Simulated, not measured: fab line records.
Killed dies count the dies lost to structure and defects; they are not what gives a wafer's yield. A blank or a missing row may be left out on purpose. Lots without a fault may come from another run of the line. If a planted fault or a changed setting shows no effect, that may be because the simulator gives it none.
A single fault, viewed from 3 desks | flow nand-harc | every desk sees just its own numbers, and what lay behind them comes last

THE DEFECT DESK
Per lot, the means of the sampled wafers with a number show what the inspections along the route counted. The brackets show how far a lot's mean lies from the usual mean; more than 4 standard deviations puts the lot out of limits, marked OUT.
Columns: A = raw-defect-count at NHARC_P_GATE_INSPECT_28, usual 6.1
lot  | first seen here | A
L204 | day 6 09:01     | 6.3
L205 | day 6 14:02     | 5.3
L206 | day 6 22:55     | 5.7
L207 | day 7 12:14     | 4.0
L208 | day 7 19:08     | 8.7
L211 | day 9 05:16     | 4.0
L213 | day 10 00:44    | 49.3 (+15) OUT
L214 | day 10 09:36    | 18.0 (+4.2) OUT
L221 | day 13 08:52    | 3.3
L222 | day 14 02:23    | 9.0
L223 | day 14 05:35    | 7.7
L224 | day 14 12:22    | 5.7
This desk's verdict: out of limits on L213, L214, starting with L213 at day 10 00:44 (raw-defect-count at NHARC_P_GATE_INSPECT_28). L204, L205, L206, L207, L208, L211, L221, L222, L223, L224 stayed within limits.

FROM THE METROLOGY DESK
Lot by lot, what the gauges showed, no matter which tool ran the lot: averages of those sampled wafers that carry a number. The brackets show how far a lot's mean lies from the usual mean; more than 4 standard deviations puts the lot out of limits, marked OUT.
Columns: A = trench-depth-nm at NHARC_P_STI_OCD_MEAS_43, usual 300 nm; B = trench-foot-cd-nm at NHARC_P_STI_OCD_MEAS_43, usual 155.9 nm; C = cd-nm at NHARC_P_GATE_CD_MEAS_26, usual 120.0 nm
lot  | first seen here | A   | B     | C
L204 | day 4 03:10     | 297 | 153.8 | 121.0
L205 | day 4 13:17     | 297 | 157.4 | 121.3
L206 | day 4 21:27     | 301 | 152.4 | 119.9
L207 | day 5 11:13     | 304 | 154.1 | 119.6
L208 | day 5 17:54     | 300 | 157.9 | 120.7
L211 | day 7 01:59     | 296 | 152.4 | 120.4
L213 | day 7 20:16     | 299 | 155.6 | 120.8
L214 | day 8 06:02     | 298 | 153.9 | 120.1
L221 | day 11 04:25    | 300 | 157.3 | 120.5
L222 | day 11 16:02    | 295 | 157.6 | 120.6
L223 | day 12 00:11    | 305 | 153.3 | 119.4
L224 | day 12 09:10    | 295 | 156.6 | 118.7
This desk's finding: nothing out of limits on any of the 12 lots.

TOOL OWNER'S DESK, pecvd-01
The tool's own readings at NHARC_P_GATE_DEP_103 (deposits SiON, target thk 30 nm): means of the sampled wafers that have a number, for each lot that ran on this tool. The brackets show how far a lot's mean lies from the usual mean; more than 4 standard deviations puts the lot out of limits, marked OUT.
Columns: A = heater-power-w at NHARC_P_GATE_DEP_103, usual 719 W
lot  | first seen here | A
L204 | day 6 08:11     | 795
L207 | day 7 11:26     | 754
L211 | day 9 04:34     | 718
L213 | day 10 00:01    | 731
L214 | day 10 08:49    | 765
This desk's finding: nothing out of limits on any of the 5 lots.

PUT TOGETHER
The defect desk could have raised an alarm at day 10 00:44, on L213, L214.
Nothing out of limits was seen by the metrology desk.
Nothing out of limits was seen by the tool owner's desk.
The metrology desk has L213, L214 on record, within its limits.
The tool owner's desk has L213, L214 on record, within its limits.
Every lot named ran NHARC_P_GATE_DEP_103 on pecvd-01.

WHAT WAS PUT IN BY THE SIMULATOR
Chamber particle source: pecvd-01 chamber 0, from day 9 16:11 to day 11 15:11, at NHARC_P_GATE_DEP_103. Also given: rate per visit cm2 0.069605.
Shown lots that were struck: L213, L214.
Hours from the fault's start to each desk's first reading out of limits: the defect desk, 9.
